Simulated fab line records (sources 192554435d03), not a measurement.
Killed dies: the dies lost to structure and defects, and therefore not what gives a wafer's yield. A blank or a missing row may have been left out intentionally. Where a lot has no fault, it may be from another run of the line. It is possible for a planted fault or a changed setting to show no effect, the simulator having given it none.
Chamber matching :: flow n5_finfet :: 4 sister chambers for N5_ILD0_ALD_15 on ald_sin-02
The step deposits SiNx, target thk 24 nm, pulse time 1 s, ald cycles 480. 24 wafers are shown with their chamber, then 12 later ones without.

== WAFERS WITH THEIR CHAMBER ==
wafer: L074.2
chamber: 1
heater_power_w (W): 881
precursor_pulse_height_rel: 1.020

wafer: L074.5
chamber: 1
heater_power_w (W): 873
precursor_pulse_height_rel: 1.004

wafer: L074.6
chamber: 0
heater_power_w (W): 915
precursor_pulse_height_rel: 0.988

wafer: L079.1
chamber: 3
heater_power_w (W): 716
precursor_pulse_height_rel: 1.032

wafer: L079.4
chamber: 0
heater_power_w (W): 920
precursor_pulse_height_rel: 0.994

wafer: L079.5
chamber: 2
heater_power_w (W): 787
precursor_pulse_height_rel: 1.031

wafer: L081.1
chamber: 1
heater_power_w (W): 882
precursor_pulse_height_rel: 1.024

wafer: L081.2
chamber: 3
heater_power_w (W): 753
precursor_pulse_height_rel: 1.019

wafer: L081.5
chamber: 3
heater_power_w (W): 704
precursor_pulse_height_rel: 0.952

wafer: L083.1
chamber: 0
heater_power_w (W): 949
precursor_pulse_height_rel: 0.984

wafer: L083.2
chamber: 3
heater_power_w (W): 761
precursor_pulse_height_rel: 0.991

wafer: L083.3
chamber: 2
heater_power_w (W): 777
precursor_pulse_height_rel: 1.010

wafer: L083.4
chamber: 1
heater_power_w (W): 873
precursor_pulse_height_rel: 1.016

wafer: L083.5
chamber: 3
heater_power_w (W): 727
precursor_pulse_height_rel: 1.023

wafer: L083.6
chamber: 2
heater_power_w (W): 787
precursor_pulse_height_rel: 0.984

wafer: L086.3
chamber: 0
heater_power_w (W): 925
precursor_pulse_height_rel: 1.012

wafer: L086.5
chamber: 2
heater_power_w (W): 757
precursor_pulse_height_rel: 0.989

wafer: L086.6
chamber: 3
heater_power_w (W): 744
precursor_pulse_height_rel: 0.970

wafer: L085.3
chamber: 2
heater_power_w (W): 788
precursor_pulse_height_rel: 1.020

wafer: L085.4
chamber: 3
heater_power_w (W): 738
precursor_pulse_height_rel: 1.005

wafer: L085.5
chamber: 3
heater_power_w (W): 746
precursor_pulse_height_rel: 1.008

wafer: L088.2
chamber: 0
heater_power_w (W): 915
precursor_pulse_height_rel: 0.985

wafer: L088.3
chamber: 3
heater_power_w (W): 731
precursor_pulse_height_rel: 0.987

wafer: L088.6
chamber: 0
heater_power_w (W): 926
precursor_pulse_height_rel: 0.992

SIGNATURES, as means of the wafers listed above
reading: heater_power_w
chamber 0: 925.00
chamber 1: 877.25
chamber 2: 779.20
chamber 3: 735.56
scatter within a chamber: 14.5

reading: precursor_pulse_height_rel
chamber 0: 0.99250
chamber 1: 1.01600
chamber 2: 1.00680
chamber 3: 0.99856
scatter within a chamber: 0.0197
Rule: for each reading, subtract the chamber's mean from the wafer's reading, divide by that reading's scatter and square the result; add these up over the readings and take the root, which gives the wafer's distance from the chamber. The wafer belongs to the nearest chamber; if the next one is less than 2 further off, it can't be placed. The scatter: take each reading less its chamber's mean, square it, sum over the shown wafers, divide by the number of wafers less the number of chambers, and take the root.

== WAFERS WITHOUT THEIR CHAMBER ==
wafer: L092.2
heater_power_w (W): 888
precursor_pulse_height_rel: 0.984

wafer: L092.4
heater_power_w (W): 934
precursor_pulse_height_rel: 0.987

wafer: L092.5
heater_power_w (W): 888
precursor_pulse_height_rel: 1.002

wafer: L093.2
heater_power_w (W): 739
precursor_pulse_height_rel: 0.992

wafer: L093.3
heater_power_w (W): 877
precursor_pulse_height_rel: 1.013

wafer: L093.4
heater_power_w (W): 787
precursor_pulse_height_rel: 0.964

wafer: L094.3
heater_power_w (W): 890
precursor_pulse_height_rel: 0.987

wafer: L094.4
heater_power_w (W): 929
precursor_pulse_height_rel: 1.003

wafer: L094.6
heater_power_w (W): 881
precursor_pulse_height_rel: 0.992

wafer: L096.2
heater_power_w (W): 863
precursor_pulse_height_rel: 0.999

wafer: L096.3
heater_power_w (W): 914
precursor_pulse_height_rel: 0.983

wafer: L096.5
heater_power_w (W): 873
precursor_pulse_height_rel: 0.998

== WHICH CHAMBER EACH WENT THROUGH ==
wafer: L092.2
from the rows above: can't be placed: 1 or 0
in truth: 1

wafer: L092.4
from the rows above: 0
in truth: 0

wafer: L092.5
from the rows above: can't be placed: 1 or 0
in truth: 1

wafer: L093.2
from the rows above: 3
in truth: 3

wafer: L093.3
from the rows above: 1
in truth: 1

wafer: L093.4
from the rows above: can't be placed: 2 or 3
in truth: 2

wafer: L094.3
from the rows above: can't be placed: 1 or 0
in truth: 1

wafer: L094.4
from the rows above: 0
in truth: 0

wafer: L094.6
from the rows above: can't be placed: 1 or 0
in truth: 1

wafer: L096.2
from the rows above: 1
in truth: 1

wafer: L096.3
from the rows above: 0
in truth: 0

wafer: L096.5
from the rows above: 1
in truth: 1
Correct placement for 7 of the 12. These rows do not allow placing 5 (true chamber among the candidates in 5). Number placed wrongly: 0.
